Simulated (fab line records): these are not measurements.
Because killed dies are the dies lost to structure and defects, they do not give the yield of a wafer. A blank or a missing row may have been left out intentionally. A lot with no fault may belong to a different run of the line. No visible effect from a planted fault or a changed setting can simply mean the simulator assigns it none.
Which tool is to blame?    flow nand_harc    24 lots with 72 wafers sampled at 4 steps, on a route of 1302 steps

== WHAT EACH GAUGE READ, for each wafer ==
NHARC_A_CHANNEL_HOLE_D2_CD_MEAS_31. Usual: cd_nm at 90.5 nm, with a standard deviation of 1.4.
lot   measured      on         cd_nm (nm)      flag
L075  day 13 22:16  cd_sem-02  90.3 91.0 92.4  
L074  day 13 22:24  cd_sem-03  89.7 88.2 90.2  
L076  day 14 04:26  cd_sem-03  90.4 89.2 88.4  
L077  day 14 15:20  cd_sem-01  87.2 88.6 91.2  
L078  day 15 10:05  cd_sem-02  88.9 89.2 91.1  
L079  day 15 10:58  cd_sem-01  90.2 92.6 93.9  
L082  day 16 11:59  cd_sem-01  90.5 91.3 92.4  
L080  day 16 14:55  cd_sem-02  90.0 89.9 89.3  
L081  day 17 02:22  cd_sem-02  90.9 89.2 89.4  
L083  day 17 19:47  cd_sem-01  88.2 89.8 88.5  
L085  day 18 02:36  cd_sem-03  93.0 91.2 91.9  
L084  day 18 03:02  cd_sem-01  89.7 91.1 91.0  
L086  day 19 01:41  cd_sem-01  91.5 91.5 91.4  
L088  day 19 16:25  cd_sem-01  92.1 91.3 91.3  
L087  day 19 17:03  cd_sem-01  90.9 87.0 89.4  
L089  day 20 03:41  cd_sem-01  90.8 89.3 86.9  
L091  day 20 03:51  cd_sem-02  91.0 92.5 91.0  
L090  day 20 07:56  cd_sem-02  90.2 89.1 90.1  
L092  day 20 19:56  cd_sem-03  91.1 92.5 91.9  
L094  day 21 22:53  cd_sem-03  90.8 89.0 90.9  
L095  day 22 00:27  cd_sem-03  90.4 92.7 92.1  
L093  day 22 03:03  cd_sem-01  92.8 92.0 89.9  
L096  day 22 14:37  cd_sem-01  89.9 89.5 90.0  
L097  day 23 05:59  cd_sem-01  91.0 88.2 88.6  

NHARC_A_CHANNEL_HOLE_D2_INSPECT_40. Usual: raw_defect_count at 303, with a standard deviation of 98.
lot   measured      on                 raw_defect_count  flag
L075  day 13 22:28  defect_inspect-02  389 395 322       
L074  day 13 22:35  defect_inspect-01  283 247 347       
L076  day 14 04:37  defect_inspect-01  393 397 380       
L077  day 14 15:31  defect_inspect-01  308 239 246       
L078  day 15 10:16  defect_inspect-02  258 524 316       
L079  day 15 11:09  defect_inspect-01  310 371 308       
L082  day 16 12:10  defect_inspect-02  189 200 308       
L080  day 16 15:06  defect_inspect-02  212 231 291       
L081  day 17 02:34  defect_inspect-02  231 303 372       
L083  day 17 19:58  defect_inspect-01  153 174 170       
L085  day 18 02:47  defect_inspect-01  342 267 313       
L084  day 18 03:13  defect_inspect-02  391 332 241       
L086  day 19 01:53  defect_inspect-02  344 189 216       
L088  day 19 16:35  defect_inspect-02  391 363 213       
L087  day 19 17:14  defect_inspect-01  487 271 328       
L089  day 20 03:52  defect_inspect-02  369 284 409       
L091  day 20 04:02  defect_inspect-01  332 407 453       
L090  day 20 08:08  defect_inspect-01  201 168 191       
L092  day 20 20:08  defect_inspect-02  253 235 220       
L094  day 21 23:04  defect_inspect-01  473 205 440       
L095  day 22 00:38  defect_inspect-01  322 333 776       
L093  day 22 03:14  defect_inspect-01  206 262 250       
L096  day 22 14:49  defect_inspect-02  261 231 222       
L097  day 23 06:11  defect_inspect-02  352 300 227       

NHARC_A_CHANNEL_FILL_D2_THK_MEAS_06: measures by ellipsometry. Usual: thk_nm at 5.1 nm, with a standard deviation of 1.
lot   measured      on             thk_nm (nm)  flag
L075  day 15 10:04  film_metro-02  6.7 5.5 5.8  
L074  day 15 10:04  film_metro-01  4.6 4.7 4.9  
L076  day 15 16:35  film_metro-02  5.4 4.0 4.3  
L077  day 16 06:26  film_metro-02  5.0 4.6 3.9  
L078  day 17 05:14  film_metro-01  3.9 4.0 5.2  
L079  day 17 05:14  film_metro-02  5.5 6.4 4.6  
L082  day 18 01:52  film_metro-01  4.6 3.3 4.3  
L080  day 18 01:52  film_metro-02  4.1 4.4 4.5  
L081  day 18 17:54  film_metro-02  5.5 6.3 4.7  
L083  day 19 08:00  film_metro-01  5.6 6.5 5.9  
L085  day 19 14:26  film_metro-02  3.6 5.3 4.1  
L084  day 19 14:26  film_metro-01  6.9 5.3 5.6  
L086  day 20 14:24  film_metro-02  6.2 5.0 4.8  
L088  day 21 04:23  film_metro-01  4.7 4.6 6.3  
L087  day 21 04:23  film_metro-02  5.6 4.8 6.0  
L089  day 21 15:44  film_metro-01  5.0 5.1 6.1  
L091  day 21 15:44  film_metro-02  5.9 6.0 4.2  
L090  day 21 20:22  film_metro-02  4.7 6.1 6.4  
L092  day 22 08:40  film_metro-02  4.3 3.7 6.7  
L094  day 23 11:02  film_metro-02  4.2 3.6 6.1  
L095  day 23 11:02  film_metro-01  4.3 4.4 5.6  
L093  day 23 15:54  film_metro-01  5.1 4.2 3.8  
L096  day 24 04:17  film_metro-02  4.7 5.6 5.7  
L097  day 24 16:17  film_metro-02  6.2 4.8 5.4  

== TOOL THAT RAN EACH LOT (tool first, then ch and the chambers of the sampled wafers, then the start) ==
lot   NHARC_A_CHANNEL_FILL_D2_ALD_02
L075  ald_hk-03 ch 1,2,3, day 13 22:47
L074  ald_hk-03 ch 2,3, day 13 23:05
L076  ald_hk-03 ch 0,1,2, day 14 04:48
L077  ald_hk-04 ch 0,2,3, day 14 15:52
L078  ald_hk-03 ch 0,1,2, day 15 11:22
L079  ald_hk-03 ch 0,2,3, day 15 11:58
L082  ald_hk-02 ch 0,3, day 16 12:22
L080  ald_hk-04 ch 0,1, day 16 15:22
L081  ald_hk-03 ch 0,1,3, day 17 02:45
L083  ald_hk-02 ch 0,1,2, day 17 20:23
L085  ald_hk-03 ch 0,3, day 18 02:59
L084  ald_hk-03 ch 0,1,3, day 18 03:38
L086  ald_hk-03 ch 0,2, day 19 02:08
L088  ald_hk-04 ch 0,1, day 19 16:47
L087  ald_hk-04 ch 0,2,3, day 19 17:26
L089  ald_hk-04 ch 0,3, day 20 04:11
L091  ald_hk-02 ch 0,1,2, day 20 04:27
L090  ald_hk-03 ch 0,1,3, day 20 08:19
L092  ald_hk-04 ch 0,1, day 20 20:19
L094  ald_hk-03 ch 1,2,3, day 21 23:20
L095  ald_hk-04 ch 0,1,3, day 22 00:50
L093  ald_hk-03 ch 1,2, day 22 03:25
L096  ald_hk-04 ch 0,1, day 22 15:01
L097  ald_hk-03 ch 0,1,2, day 23 06:31
- NHARC_A_CHANNEL_FILL_D2_ALD_02: deposits SiO2, target thk 6 nm, pulse time 10 s, ald cycles 60.

== WHAT THE TOOLS THEMSELVES READ (means of the sampled wafers that have a number; where no wafer has one, the mark that the record gives instead) ==
NHARC_A_CHANNEL_FILL_D2_ALD_02. Usual: heater_power_outer_w 271 W, standard deviation 30; heater_power_w 477 W, standard deviation 60; precursor_pulse_height_rel 0.998, standard deviation 0.023.
lot   tool       heater_power_outer_w (W)  heater_power_w (W)  precursor_pulse_height_rel  flag
L075  ald_hk-03  274                       484                 1.003                       
L074  ald_hk-03  250                       450                 1.008                       
L076  ald_hk-03  295                       514                 0.980                       
L077  ald_hk-04  273                       506                 0.973                       
L078  ald_hk-03  298                       516                 1.002                       
L079  ald_hk-03  270                       481                 1.013                       
L082  ald_hk-02  256                       439                 1.014                       
L080  ald_hk-04  254                       470                 0.990                       
L081  ald_hk-03  270                       463                 1.008                       
L083  ald_hk-02  268                       465                 0.981                       
L085  ald_hk-03  256                       431                 0.985                       
L084  ald_hk-03  263                       447                 1.007                       
L086  ald_hk-03  292                       518                 0.997                       
L088  ald_hk-04  247                       457                 0.988                       
L087  ald_hk-04  274                       497                 0.985                       
L089  ald_hk-04  268                       506                 1.003                       
L091  ald_hk-02  265                       461                 0.995                       
L090  ald_hk-03  258                       439                 0.985                       
L092  ald_hk-04  263                       505                 0.998                       
L094  ald_hk-03  271                       482                 1.024                       
L095  ald_hk-04  250                       458                 0.968                       
L093  ald_hk-03  299                       536                 1.001                       
L096  ald_hk-04  262                       513                 1.007                       
L097  ald_hk-03  286                       506                 0.971                       

== THE ANSWER, worked out from the rows above alone ==
Rule: a lot counts as off when the mean over its wafers that have a number is more than 3 standard deviations away from the usual mean. A lot without any number at a reading at which 4 lots or more have one is off too. Any other lot the step has rows for is counted as sound. First the gauges in route order, then the tools' own readings, where a lot's mean is used as printed above. At the first step where some lot is off, the reading lying furthest off is the one used; lots without a number count as furthest.
No lot is off at any reading shown: from this, nothing can be told.

== WHAT THE SIMULATOR HAD INSERTED ==
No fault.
